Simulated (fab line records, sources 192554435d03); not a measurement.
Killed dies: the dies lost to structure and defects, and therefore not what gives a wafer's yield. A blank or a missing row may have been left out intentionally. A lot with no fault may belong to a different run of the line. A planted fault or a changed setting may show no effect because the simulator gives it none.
Chamber matching || flow n5Finfet || N5_BEOL_M4_ETCH_74 on rieDiel-05: 4 sister chambers
The step etches underlayer in N2/H2, target depth 6.5 nm, time 5.2 s. 18 wafers are shown with their chamber, then 9 later ones without.

## WAFERS, EACH WITH ITS CHAMBER
{"wafer": "L077.2", "chamber": 0, "showerheadPlenumPTorr (Torr)": 2.72, "throttleValvePct (%)": 17.85, "drypumpMotorCurrentA (A)": 5.1}
{"wafer": "L077.3", "chamber": 1, "showerheadPlenumPTorr (Torr)": 2.66, "throttleValvePct (%)": 17.64, "drypumpMotorCurrentA (A)": 5.6}
{"wafer": "L077.4", "chamber": 3, "showerheadPlenumPTorr (Torr)": 2.51, "throttleValvePct (%)": 18.01, "drypumpMotorCurrentA (A)": 5.9}
{"wafer": "L076.3", "chamber": 0, "showerheadPlenumPTorr (Torr)": 2.72, "throttleValvePct (%)": 17.85, "drypumpMotorCurrentA (A)": 5.1}
{"wafer": "L076.5", "chamber": 0, "showerheadPlenumPTorr (Torr)": 2.72, "throttleValvePct (%)": 17.86, "drypumpMotorCurrentA (A)": 5.1}
{"wafer": "L076.6", "chamber": 3, "showerheadPlenumPTorr (Torr)": 2.51, "throttleValvePct (%)": 18.02, "drypumpMotorCurrentA (A)": 5.9}
{"wafer": "L078.1", "chamber": 1, "showerheadPlenumPTorr (Torr)": 2.66, "throttleValvePct (%)": 17.64, "drypumpMotorCurrentA (A)": 5.6}
{"wafer": "L078.4", "chamber": 2, "showerheadPlenumPTorr (Torr)": 2.60, "throttleValvePct (%)": 17.21, "drypumpMotorCurrentA (A)": 5.8}
{"wafer": "L078.5", "chamber": 0, "showerheadPlenumPTorr (Torr)": 2.72, "throttleValvePct (%)": 17.89, "drypumpMotorCurrentA (A)": 5.1}
{"wafer": "L080.3", "chamber": 1, "showerheadPlenumPTorr (Torr)": 2.66, "throttleValvePct (%)": 17.61, "drypumpMotorCurrentA (A)": 5.6}
{"wafer": "L080.4", "chamber": 0, "showerheadPlenumPTorr (Torr)": 2.71, "throttleValvePct (%)": 17.84, "drypumpMotorCurrentA (A)": 5.1}
{"wafer": "L080.5", "chamber": 1, "showerheadPlenumPTorr (Torr)": 2.66, "throttleValvePct (%)": 17.65, "drypumpMotorCurrentA (A)": 5.7}
{"wafer": "L082.1", "chamber": 0, "showerheadPlenumPTorr (Torr)": 2.71, "throttleValvePct (%)": 17.89, "drypumpMotorCurrentA (A)": 5.1}
{"wafer": "L082.4", "chamber": 0, "showerheadPlenumPTorr (Torr)": 2.71, "throttleValvePct (%)": 17.87, "drypumpMotorCurrentA (A)": 5.1}
{"wafer": "L082.6", "chamber": 2, "showerheadPlenumPTorr (Torr)": 2.59, "throttleValvePct (%)": 17.22, "drypumpMotorCurrentA (A)": 5.8}
{"wafer": "L083.1", "chamber": 0, "showerheadPlenumPTorr (Torr)": 2.71, "throttleValvePct (%)": 17.87, "drypumpMotorCurrentA (A)": 5.1}
{"wafer": "L083.4", "chamber": 0, "showerheadPlenumPTorr (Torr)": 2.71, "throttleValvePct (%)": 17.85, "drypumpMotorCurrentA (A)": 5.1}
{"wafer": "L083.5", "chamber": 2, "showerheadPlenumPTorr (Torr)": 2.59, "throttleValvePct (%)": 17.21, "drypumpMotorCurrentA (A)": 5.8}

SIGNATURES (averages over the wafers above)
{"reading": "showerheadPlenumPTorr", "chamber 0": 2.7144, "chamber 1": 2.6600, "chamber 2": 2.5933, "chamber 3": 2.5100, "scatter within a chamber": 0.00454}
{"reading": "throttleValvePct", "chamber 0": 17.8633, "chamber 1": 17.6350, "chamber 2": 17.2133, "chamber 3": 18.0150, "scatter within a chamber": 0.0161}
{"reading": "drypumpMotorCurrentA", "chamber 0": 5.100, "chamber 1": 5.625, "chamber 2": 5.800, "chamber 3": 5.900, "scatter within a chamber": 0.0231}
Rule: for a wafer and a chamber, the distance is found by dividing, reading by reading, the gap between the wafer's reading and the chamber's mean by the reading's scatter, squaring, summing and taking the root. If the next closest chamber is less than 2 further off than the closest, the wafer can't be placed; otherwise it belongs to the closest. How the scatter is found: for the shown wafers, subtract from each reading the mean of its chamber, square and add these, divide the total by (wafers less chambers), then take the root.

## WAFERS WHOSE CHAMBER IS MISSING
{"wafer": "L085.3", "showerheadPlenumPTorr (Torr)": 2.65, "throttleValvePct (%)": 17.64, "drypumpMotorCurrentA (A)": 5.7}
{"wafer": "L085.5", "showerheadPlenumPTorr (Torr)": 2.71, "throttleValvePct (%)": 17.90, "drypumpMotorCurrentA (A)": 5.1}
{"wafer": "L085.6", "showerheadPlenumPTorr (Torr)": 2.59, "throttleValvePct (%)": 17.23, "drypumpMotorCurrentA (A)": 5.8}
{"wafer": "L086.1", "showerheadPlenumPTorr (Torr)": 2.71, "throttleValvePct (%)": 17.91, "drypumpMotorCurrentA (A)": 5.1}
{"wafer": "L086.5", "showerheadPlenumPTorr (Torr)": 2.71, "throttleValvePct (%)": 17.90, "drypumpMotorCurrentA (A)": 5.0}
{"wafer": "L086.6", "showerheadPlenumPTorr (Torr)": 2.59, "throttleValvePct (%)": 17.22, "drypumpMotorCurrentA (A)": 5.8}
{"wafer": "L091.1", "showerheadPlenumPTorr (Torr)": 2.50, "throttleValvePct (%)": 17.61, "drypumpMotorCurrentA (A)": 5.9}
{"wafer": "L091.2", "showerheadPlenumPTorr (Torr)": 2.70, "throttleValvePct (%)": 17.92, "drypumpMotorCurrentA (A)": 5.1}
{"wafer": "L091.3", "showerheadPlenumPTorr (Torr)": 2.65, "throttleValvePct (%)": 17.68, "drypumpMotorCurrentA (A)": 5.7}

## EACH ONE'S CHAMBER
{"wafer": "L085.3", "from the rows above": 1, "in truth": 1}
{"wafer": "L085.5", "from the rows above": 0, "in truth": 0}
{"wafer": "L085.6", "from the rows above": 2, "in truth": 2}
{"wafer": "L086.1", "from the rows above": 0, "in truth": 0}
{"wafer": "L086.5", "from the rows above": 0, "in truth": 0}
{"wafer": "L086.6", "from the rows above": 2, "in truth": 2}
{"wafer": "L091.1", "from the rows above": 3, "in truth": 3}
{"wafer": "L091.2", "from the rows above": 0, "in truth": 0}
{"wafer": "L091.3", "from the rows above": 1, "in truth": 1}
9 of 9 placed correctly. From these rows, 0 cannot be placed. Number placed wrongly: 0.
